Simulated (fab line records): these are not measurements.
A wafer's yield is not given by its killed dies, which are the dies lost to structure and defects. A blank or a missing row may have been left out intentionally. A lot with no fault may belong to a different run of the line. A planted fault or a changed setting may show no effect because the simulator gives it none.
fab line records -- flow n5Finfet
record lots=4, wafers=11, lastDay=20
route steps=1938 shown STI_FIN_REVEAL@206 DUMMY_GATE@212 SDB@374 BEOL_M4@1111 PASSIVATION@1936
lots with no fault: from the same line, run without faults
startH: hours from the record's opening day to when the first of the lot's shown wafers began -- waitH: hours from the lot's prior step to this one -- " the same as in the row above -- L1.1+2: a row that stands for several wafers -- - no value present, or no start provided -- * or withheld: withheld -- < > ~ a bound
route shown NAME@n: NAME is a module with steps in the file, n the number in the route of the first one -- usual: mean/standard deviation of fault-free wafers -- same: alike in all rows -- chamber/n: place in a boat -- sites: the reading at each site -- _std_site: the standard deviation of these -- _edge_site: inner sites' mean taken away from outer sites' mean -- radiusMm: for every site, how far away it sits from the centre of the wafer -- mask NAME#n: copy n -- behind: the most recent tool/chamber to have shaped the wafer -- hold: why the lot was held/for how many hours/how that ended -- device: transistor that didn't switch, given as n, p or np -- end of line: the same wafers' tests at the end of the route -- a step given without rows: its recipe and nothing more -- killed: dies that structure and defects cost at the first sort, which is not the same as the wafer's yield -- map: a wafer's dies, marking killed ones x, the rest . and places with no die _
set.NAME: setting as actually run; set.NAME@STEP: the setting as run at that earlier step -- model.NAME: the simulator's own value behind a step, which no gauge read
lots at selected steps of the route; one table per step, one row per wafer
services: the hour from which a tool's chamber was out of use, counted from the record's first day as startH (under 0 if before that day), plus the number of hours and why
## steps
# step N5_STI_FIN_REVEAL_SRD_23
# recipe dry=ipaMarangoni, timeS=30, tempC=23, rinseLiquid=diw
# step N5_STI_FIN_REVEAL_PRECLEAN_18
# recipe chemistry=SC2, timeS=45, tempC=35, mix=1:1:50
# step N5_STI_FIN_REVEAL_SRD_28
# recipe dry=ipaMarangoni, timeS=30, tempC=23, rinseLiquid=diw
# step N5_DUMMY_GATE_PRECLEAN_00
# recipe chemistry=O3/DIW, timeS=60, tempC=22, o3Ppm=10
# step N5_DUMMY_GATE_SRD_01
# recipe timeS=30, tempC=23, rinseLiquid=diw, dry=ipaMarangoni
# step N5_DUMMY_GATE_ALD_02
# recipe material=SiO2, targetThkA=20, tempC=300, aldPrecursorFamily=BDEAS, aldCoReactant=O2-plasma, pulseTimeS=1, pressureTorr=2
# step N5_DUMMY_GATE_CVD_03
# recipe material=a-Si, targetThkA=1500, tempC=530, precursor=SiH4, timeS=8042
# step N5_DUMMY_GATE_PRECLEAN_46
# recipe chemistry=DIW, timeS=89.5, tempC=23
# step N5_DUMMY_GATE_SRD_47
# recipe dryTimeS=32, dry=n2Spin, spinRpm=1500
# step N5_DUMMY_GATE_CMP_04
# recipe material=a-Si, postCmpClean=alkalineBrush
# usual motorCurrentA=10.0/0.88, timeToEndpointS=11.9/2.7
lot.wafer,tool,chamber,startH,waitH,motorCurrentA,timeToEndpointS,model.a-Si_of_DUMMY_GATE_CVD_03.thkNm
L604.4,cmp-03,0,100.59,0.0,11.0,11.1,71
L604.3,cmp-03,3,100.59,0.0,10.3,12.1,70.8
L604.6,cmp-03,0,100.59,0.0,10.7,10.1,70.6
L612.1,cmp-03,3,142.46,0.0,11.2,17.2,97.4
L612.2,cmp-03,0,142.46,0.0,11.0,10.0,69.4
L612.5,cmp-03,0,142.46,0.0,10.7,10.3,71
L613.1,cmp-03,1,148.84,0.1,9.9,16.9,98.2
L613.2,cmp-03,2,148.84,0.1,9.7,9.8,70.6
L615.2,cmp-04,3,163.91,0.1,10.4,11.7,72.6
L615.5,cmp-04,2,163.91,0.1,10.1,12.0,72.2
L615.6,cmp-04,3,163.91,0.1,10.4,11.5,71.8
# step N5_DUMMY_GATE_THK_MEAS_05
# usual thkNm=71.2/1.2
lot.wafer,tool,chamber,startH,waitH,thkNm
L604.3,filmMetro-01,-,100.84,0.1,70.9
L604.4,filmMetro-01,-,100.84,0.1,71.0
L604.6,filmMetro-01,-,100.84,0.1,70.6
L612.1,filmMetro-01,-,142.70,0.2,97.5
L612.2,filmMetro-01,-,142.70,0.2,69.4
L612.5,filmMetro-01,-,142.70,0.2,71.0
L613.1,filmMetro-01,-,149.05,0.2,98.2
L613.2,filmMetro-01,-,149.05,0.2,70.6
L615.2,filmMetro-02,-,164.13,0.2,72.5
L615.5,filmMetro-02,-,164.13,0.2,72.3
L615.6,filmMetro-02,-,164.13,0.2,71.9
# step N5_DUMMY_GATE_HM_DEP_06
# recipe material=SiNx, targetThkA=800, precursor=DCS/NH3, tempC=700, pressureMtorr=300, timeS=5141
# step N5_DUMMY_GATE_PECVD_30
# recipe material=SiO2, targetThkA=550, tempC=400, precursor=TEOS/O2, pressureTorr=6.5, rfW=withheld, teosFlowSccm=withheld, gas=O2, flowSccm=2650, timeS=10.8
# step N5_DUMMY_GATE_COAT_34
# recipe resist=SOC, tempC=250, timeS=60, spinRpm=1500, resistThkNm=60
# step N5_DUMMY_GATE_COAT_35
# recipe resist=SiARC, tempC=220, timeS=60, spinRpm=1500, resistThkNm=10
# step N5_DUMMY_GATE_COAT_28
# recipe resist=underlayer, tempC=205, timeS=60, spinRpm=1500, resistThkNm=10
# step N5_DUMMY_GATE_COAT_09
# recipe resist=CAR-EUV, spinRpm=1500, resistThkNm=30
# step N5_DUMMY_GATE_EBR_11
# recipe solvent=PGMEA, ebrWidthMm=1.5
# step N5_DUMMY_GATE_SOFTBAKE_10
# recipe tempC=110, timeS=60, resist=CAR-EUV
# step N5_DUMMY_GATE_EXPOSE_12
# recipe maskId=GATE, na=0.33, sourceShape=annular, sigmaInner=0.2, sigmaOuter=0.6, polarization=unpolarized, targetCdNm=25, doseMj=34
# step N5_DUMMY_GATE_PEB_13
# recipe pebTempC=100, pebTimeS=60, resist=CAR-EUV
# step N5_DUMMY_GATE_DEVELOP_14
# recipe developTimeS=30, developer=TMAH, resist=CAR-EUV, rinseLiquid=surfactantRinse, dry=airSpin, devTempC=23
# step N5_DUMMY_GATE_DESCUM_20
# recipe chemistry=O2, timeS=6.2, sourcePowerW=50, biasPowerW=20, pressureMtorr=20, rfFrequencyHz=2.712e+07, tempC=40, resist=CAR-EUV, o2FlowSccm=225
# step N5_DUMMY_GATE_ETCH_29
# recipe chemistry=N2/H2, target=underlayer, targetDepthA=130, ionEnergyEv=200, pressureMtorr=30, sourceW=840, biasW=150, n2FlowSccm=200, h2FlowSccm=200
# step N5_DUMMY_GATE_ETCH_36
# recipe chemistry=CF4, target=SiARC, targetDepthA=130, pressureMtorr=40, sourceW=545, biasW=36, Ar_flow_sccm=100, cf4FlowSccm=100, ionEnergyEv=80
# step N5_DUMMY_GATE_ETCH_37
# recipe chemistry=N2/H2, target=SOC, targetDepthA=600, overetchA=300, tempC=40, ionEnergyEv=200, pressureMtorr=30, sourceW=840, biasW=150, n2FlowSccm=200, h2FlowSccm=200
# step N5_DUMMY_GATE_STRIP_38
# recipe chemistry=N2/H2, tempC=40, n2FlowSccm=200, h2FlowSccm=200, rfFrequencyHz=6e+07
# step N5_DUMMY_GATE_STRIP_39
# recipe chemistry=N2/H2, tempC=40, n2FlowSccm=200, h2FlowSccm=200, rfFrequencyHz=6e+07
# step N5_DUMMY_GATE_TRIM_49
# recipe chemistry=O2, resist=SOC, timeS=29, targetCdNm=14, sourcePowerW=300, biasPowerW=0, O2_flow_sccm=100, tempC=20
# step N5_DUMMY_GATE_STRIP_40
# recipe chemistry=CF4, resist=SiARC, powerW=300, biasPowerW=75, pressureMtorr=50, cf4FlowSccm=150, rfFrequencyHz=6e+07
# step N5_DUMMY_GATE_ETCH_31
# recipe chemistry=C4F6/O2, target=SiO2, maskMaterial=SOC, targetDepthA=825, timeS=27.5, ionEnergyEv=250, pressureMtorr=30, sourceW=345, biasW=185, Ar_flow_sccm=300, C4F6_flow_sccm=10, O2_flow_sccm=10
# step N5_DUMMY_GATE_STRIP_41
# recipe chemistry=O2, powerW=400, tempC=40, pressureMtorr=30, rfFrequencyHz=6e+07, biasPowerW=0, overashFraction=0.3, o2FlowSccm=225
# step N5_DUMMY_GATE_HM_OPEN_21
# recipe chemistry=CH3F/O2, target=SiNx, targetDepthA=1200, Ar_flow_sccm=150, CH3F_flow_sccm=30, O2_flow_sccm=23, timeS=171.4, pressureMtorr=30, sourceW=395, biasW=73, ionEnergyEv=120.7
# step N5_DUMMY_GATE_ETCH_32
# recipe chemistry=CF4, target=SiO2, targetDepthA=35, timeS=3.9, ionEnergyEv=350, pressureMtorr=10, icpW=800, biasW=400, cf4FlowSccm=80
# step N5_DUMMY_GATE_ETCH_23
# recipe chemistry=HBr/Cl2/O2, HBr_flow_sccm=150, Cl2_flow_sccm=80, O2_flow_sccm=12, biasW=102, targetDepthA=410, timeS=22.3, target=poly-Si, maskMaterial=SiO2, pressureMtorr=10, icpW=800
# step N5_DUMMY_GATE_ETCH_44
# recipe chemistry=HBr/O2, overEtchFrac=0.7, targetDepthA=1275, stopOn=SiO2, ionEnergyEv=60, biasW=20, target=poly-Si, maskMaterial=SiO2, pressureMtorr=20, icpW=400, HBr_flow_sccm=120, O2_flow_sccm=10
# usual O2_flow_sccm=9.998/0.029, drypumpMotorCurrentA=5.9/0.37, oesProductAu=0.722/0.012, throttleValvePct=18.39/0.2
lot.wafer,tool,chamber,startH,waitH,O2_flow_sccm,drypumpMotorCurrentA,oesProductAu,rfHoursCounterH,throttleValvePct,model.etch.depthNm,model.DUMMY_GATE.featureDepthNm
L604.3,rieSi-04,0,106.24,0.0,10.007,6.1,0.727,6,18.38,70.87,70.8
L604.4,rieSi-04,1,106.24,0.0,9.940,5.0,0.714,-,18.13,71.06,71
L604.6,rieSi-04,0,106.24,0.0,10.012,6.2,0.721,-,18.37,70.7,70.6
L612.1,rieSi-04,2,148.19,0.0,9.973,5.9,0.869,18,18.69,97.42,97.4
L612.2,rieSi-04,3,148.19,0.0,10.053,6.2,0.720,99,18.38,69.41,69.4
L612.5,rieSi-04,0,148.19,0.0,10.034,6.2,0.736,-,18.38,70.99,71
L613.1,rieSi-04,2,154.26,0.0,9.992,5.9,0.868,18,18.69,98.12,98.2
L613.2,rieSi-04,0,154.26,0.0,9.949,6.1,0.735,7,18.38,70.64,70.6
L615.2,rieSi-04,0,169.76,0.0,9.980,6.1,0.741,7,18.39,72.55,72.6
L615.5,rieSi-04,0,169.76,0.0,10.006,6.1,0.729,-,18.38,72.29,72.2
L615.6,rieSi-04,1,169.76,0.0,10.009,5.0,0.724,-,18.11,71.85,71.8
# step N5_SDB_CMP_30
# recipe stopOn=poly-Si, tOverpolishS=1.54, postCmpClean=alkalineBrush, downForcePsi=4.1491, platenRpm=51.796, padVelocityMS=1.0306, targetThkNm=30
# usual motorCurrentA=11.8/1.3, overpolishRunS=1.540/0.009, timeToEndpointS=17/3.4
lot.wafer,tool,chamber,startH,waitH,motorCurrentA,overpolishRunS,timeToEndpointS,model.a-Si_of_DUMMY_GATE_CVD_03.thkNm
L604.3,cmp-01,1,127.23,1.4,13.8,1.539,23,63.2
L604.4,cmp-01,3,127.23,1.4,10.3,1.546,17,63.2
L604.6,cmp-01,2,127.23,1.4,11.4,1.543,19,63
L612.1,cmp-01,2,170.43,1.4,11.5,1.542,18,89.6
L612.2,cmp-01,1,170.43,1.4,14.6,1.525,24,61.6
L612.5,cmp-01,2,170.43,1.4,11.1,1.540,19,63.2
L613.1,cmp-02,0,176.80,1.4,11.6,1.531,16,90.4
L613.2,cmp-02,2,176.80,1.4,9.6,1.542,17,62.8
L615.2,cmp-01,0,192.42,1.4,13.1,1.535,21,64.8
L615.6,cmp-01,3,192.42,1.4,10.8,1.530,16,64
L615.5,cmp-01,0,192.42,1.4,13.1,1.540,21,64.6
# step N5_SDB_THK_MEAS_31
# recipe reads=a-Si_of_DUMMY_GATE_CVD_03
# usual SDB_THK=63.5/1.2
lot.wafer,tool,chamber,startH,waitH,SDB_THK[nm]
L604.3,filmMetro-02,-,127.52,-,63.1
L604.4,filmMetro-02,-,127.52,-,63.3
L604.6,filmMetro-02,-,127.52,-,62.9
L612.1,filmMetro-01,-,170.72,-,89.7
L612.2,filmMetro-01,-,170.72,-,61.6
L612.5,filmMetro-01,-,170.72,-,63.2
L613.1,filmMetro-02,-,177.12,0.3,90.4
L613.2,filmMetro-02,-,177.12,0.3,62.9
L615.2,filmMetro-01,-,192.67,-,64.8
L615.5,filmMetro-01,-,192.67,-,64.5
L615.6,filmMetro-01,-,192.67,-,64.1
# step N5_BEOL_M4_RC_MEAS_101
# usual DIBL_N=37.7/2, DIBL_P=37.7/2.3, IOFF_N=0.18/0.039, IOFF_P=0.23/0.042, ION_N=681/12, ION_P=463/8, SS_N=71.9/0.68, SS_P=73.6/0.71, VT_N=248/3.2, VT_P=-249/3.1
lot.wafer,tool,chamber,startH,waitH,DIBL_N[mV/V],DIBL_P[mV/V],IOFF_N[nA/um],IOFF_P[nA/um],ION_N[uA/um],ION_P[uA/um],SS_N[mV/dec],SS_P[mV/dec],VT_N[mV],VT_P[mV]
L604.3,prober-01,0,310.26,0.3,40.5,41.4,0.24,0.33,702,483,72.5,74.7,245,-243
L604.4,prober-01,0,310.26,0.3,37.3,37.3,0.18,0.25,683,469,71.3,73.2,246,-245
L604.6,prober-01,0,310.26,0.3,38.5,38.3,0.19,0.26,669,464,71.7,73.8,250,-248
L612.1,prober-02,0,348.45,0.0,38.2,37.3,0.19,0.25,676,461,72.1,74.2,248,-250
L612.2,prober-02,0,348.45,0.0,37.6,35.4,0.19,0.23,685,471,71.3,73.7,245,-247
L612.5,prober-02,0,348.45,0.0,38.9,38.7,0.21,0.27,683,467,72.3,74.1,247,-248
L613.1,prober-01,0,360.05,0.0,40.2,38.8,0.22,0.27,684,466,72.6,73.9,245,-247
L613.2,prober-01,0,360.05,0.0,35.7,34.9,0.13,0.18,664,460,70.7,73.0,250,-253
L615.2,prober-01,0,385.83,0.2,37.6,39.6,0.18,0.20,680,455,72.9,73.5,246,-252
L615.5,prober-01,0,385.83,0.2,37.9,40.1,0.19,0.23,671,456,71.9,73.6,248,-251
L615.6,prober-01,0,385.83,0.2,34.7,35.6,0.13,0.16,676,458,71.4,72.9,249,-257
# step N5_PASSIVATION_PROBE_49
# usual defectLimitedYield=91.1/1.4, killed_at_M0_to_M3=34/9.6, killed_at_M4_up=15/5.3, killedAtContacts=12/6.1, killedAtFrontEnd=40/11, killedAtOther=3.5/2.8, killedDies=105/17, killedOpen=70/12, killedShort=34/7.7, sort_bin_5_function=5.2/0.97, sort_bin_6_memory=3.4/0.62, sortNPass=1075/17, sortYieldPct=91.1/1.4
# same grossDies=1180, killedAtBackSide=0, sort_bin_4_leakage[%]=0, sort_bin_8_speed[%]=0
lot.wafer,tool,chamber,startH,waitH,defectLimitedYield[%],killed_at_M0_to_M3,killed_at_M4_up,killedAtContacts,killedAtFrontEnd,killedAtOther,killedDies,killedOpen,killedShort,sort_bin_5_function[%],sort_bin_6_memory[%],sortNPass,sortYieldPct[%]
L613.1,prober-01,-,460.24,0.0,89.4,59,16,10,40,0,125,80,44,6.6,3.6,1055,89.4
L613.2,prober-01,-,460.29,0.1,89.1,51,18,19,38,3,129,86,43,6.6,3.8,1051,89.1
# killed by level:class
L613.1 BEOL_M1:geometricParticle:short=14 BEOL_M2:geometricParticle:open=12 STI_FIN_REVEAL:geometricParticle:open=11 BEOL_M4:geometricParticle:open=9 MOL_CONTACT_COAG:geometricParticle:open=9 BEOL_M3:geometricParticle:open=8 FIN_SAQP:geometricParticle:open=6 BEOL_M0_SAQP:geometricParticle:open=6
L613.2 MOL_CONTACT_COAG:geometricParticle:open=14 BEOL_M2:geometricParticle:open=11 BEOL_M3:geometricParticle:open=10 BEOL_M4:geometricParticle:open=9 FIN_SAQP:geometricParticle:open=8 FIN_SAQP:geometricParticle:short=8 BEOL_M1:geometricParticle:open=8 BEOL_M0_SAQP:geometricParticle:open=7
## services
tool,chamber,startH,hours,kind
cmp-03,-,76.60,0.5,repair
cmp-04,-,81.26,1.1,repair
cmp-01,-,85.10,4.0,pm
cmp-03,-,88.23,0.9,repair
cmp-01,-,89.10,-,consumableReplace:conditioner
cmp-01,-,89.10,-,consumableReplace:pad
cmp-01,-,91.56,4.1,pm
cmp-04,-,100.03,1.7,repair
rieSi-04,2,100.54,8.3,repair
cmp-02,-,103.30,2.3,repair
cmp-02,-,120.99,10.9,pm
cmp-04,-,123.80,2.2,repair
cmp-02,-,131.94,9.5,pm
cmp-04,-,137.82,14.5,pm
cmp-02,-,156.03,8.3,repair
cmp-02,-,177.05,3.1,repair
cmp-03,-,185.93,5.7,pm
## key
firstSign step=N5_DUMMY_GATE_THK_MEAS_05, reading=thkNm, direction=up, sigmas=23, usual=*, struck=*
effect step=N5_DUMMY_GATE_ETCH_44, reading=oesProductAu, direction=up, sigmas=12, usual=0.722, struck=0.868
effect step=N5_SDB_THK_MEAS_31, reading=SDB_THK, direction=up, sigmas=23, usual=63.5, struck=90.0
modelEffect step=N5_DUMMY_GATE_CMP_04, value=a-Si_of_DUMMY_GATE_CVD_03.thkNm, without=71.5, struck=97.8
modelEffect step=N5_DUMMY_GATE_ETCH_44, value=etch.depthNm, without=71.53, struck=97.77
modelEffect step=N5_SDB_CMP_30, value=a-Si_of_DUMMY_GATE_CVD_03.thkNm, without=63.8, struck=90
metAt N5_DUMMY_GATE_CMP_04
struckWafers L612.1,L613.1
baselineLoss step=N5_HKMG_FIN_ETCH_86, wafers=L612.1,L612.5
onsetBetween 100.59 142.46
fault kind=processParameterDrift, tool=cmp-03, chamber=-, onsetH=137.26, steps=N5_DUMMY_GATE_CMP_04, channel=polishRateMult, offset=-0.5, shape=step, endH=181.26, scope=struckWafersOnly
# baselineLoss: these wafers lose ten dies or more at that step, a loss of the line's own and not of a fault; the sort's usual values leave them out
